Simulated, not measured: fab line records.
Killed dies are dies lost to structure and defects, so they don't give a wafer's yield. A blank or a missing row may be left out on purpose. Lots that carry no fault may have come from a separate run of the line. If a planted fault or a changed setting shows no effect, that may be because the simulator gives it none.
Matching of chambers -- flow nand harc -- 4 sister chambers for NHARC_A_STAIRCASE_DESCUM_291 on rie diel-08
The step chemistry O2, time 3 s. 22 wafers are shown with their chamber, then 11 later ones without.

WAFERS, EACH WITH ITS CHAMBER
wafer,chamber,showerhead plenum p Torr (Torr),oes product au (a.u.),chamber pressure mTorr (mTorr)
L075.4,2,1.82,0.988,59.97
L075.5,1,1.80,1.017,60.05
L075.6,0,1.83,1.014,60.01
L078.3,3,1.78,1.018,59.89
L078.5,2,1.82,0.981,59.97
L078.6,1,1.80,1.017,60.07
L079.1,0,1.83,1.015,59.99
L079.2,3,1.78,1.018,60.06
L079.5,3,1.78,1.013,59.97
L082.3,3,1.78,1.011,59.95
L082.4,2,1.81,0.979,60.01
L082.5,1,1.79,1.025,60.06
L085.1,3,1.78,1.021,60.00
L085.2,1,1.79,1.017,60.01
L085.3,2,1.81,0.984,59.97
L087.1,3,1.77,1.011,59.96
L087.4,3,1.77,1.022,60.04
L087.6,1,1.79,1.008,59.96
L089.1,0,1.82,0.990,60.02
L089.4,2,1.81,0.985,59.94
L089.5,2,1.81,0.978,60.00
L091.2,3,1.77,1.018,60.09

SIGNATURES (averages over the wafers above)
reading,chamber 0,chamber 1,chamber 2,chamber 3,scatter within a chamber
showerhead plenum p Torr,1.8267,1.7940,1.8133,1.7763,0.00531
oes product au,1.00633,1.01680,0.98250,1.01650,0.00645
chamber pressure mTorr,60.0067,60.0300,59.9767,59.9950,0.0483
Rule: a wafer's distance from a chamber is the root of the sum, over the readings, of the square of ((its reading less the chamber's mean) divided by the reading's scatter). The wafer belongs to the nearest chamber; if the next one is less than 2 further off, it can't be placed. The scatter: take each reading less its chamber's mean, square it, sum over the shown wafers, divide by the number of wafers less the number of chambers, and take the root.

WAFERS MISSING THEIR CHAMBER
wafer,showerhead plenum p Torr (Torr),oes product au (a.u.),chamber pressure mTorr (mTorr)
L091.3,1.82,0.991,60.06
L091.5,1.82,0.985,60.05
L094.2,1.77,1.017,59.92
L094.3,1.79,1.002,59.96
L094.5,1.82,0.981,60.00
L093.2,1.79,1.012,60.08
L093.4,1.82,1.001,59.99
L093.5,1.81,0.979,59.98
L096.3,1.82,0.997,59.93
L096.5,1.82,0.995,60.06
L096.6,1.77,1.026,60.02

WHICH CHAMBER EACH WENT THROUGH
wafer,from the rows above,in truth
L091.3,can't be placed: 2 or 0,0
L091.5,can't be placed: 2 or 0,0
L094.2,3,3
L094.3,can't be placed: 1 or 3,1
L094.5,2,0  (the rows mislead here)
L093.2,can't be placed: 1 or 3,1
L093.4,can't be placed: 0 or 2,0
L093.5,2,2
L096.3,can't be placed: 0 or 2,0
L096.5,can't be placed: 0 or 2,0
L096.6,3,3
Placed correctly: 3 of 11. Cannot be placed on the basis of these rows: 7; the candidates contain the true chamber in 7. Wrongly placed: 1.
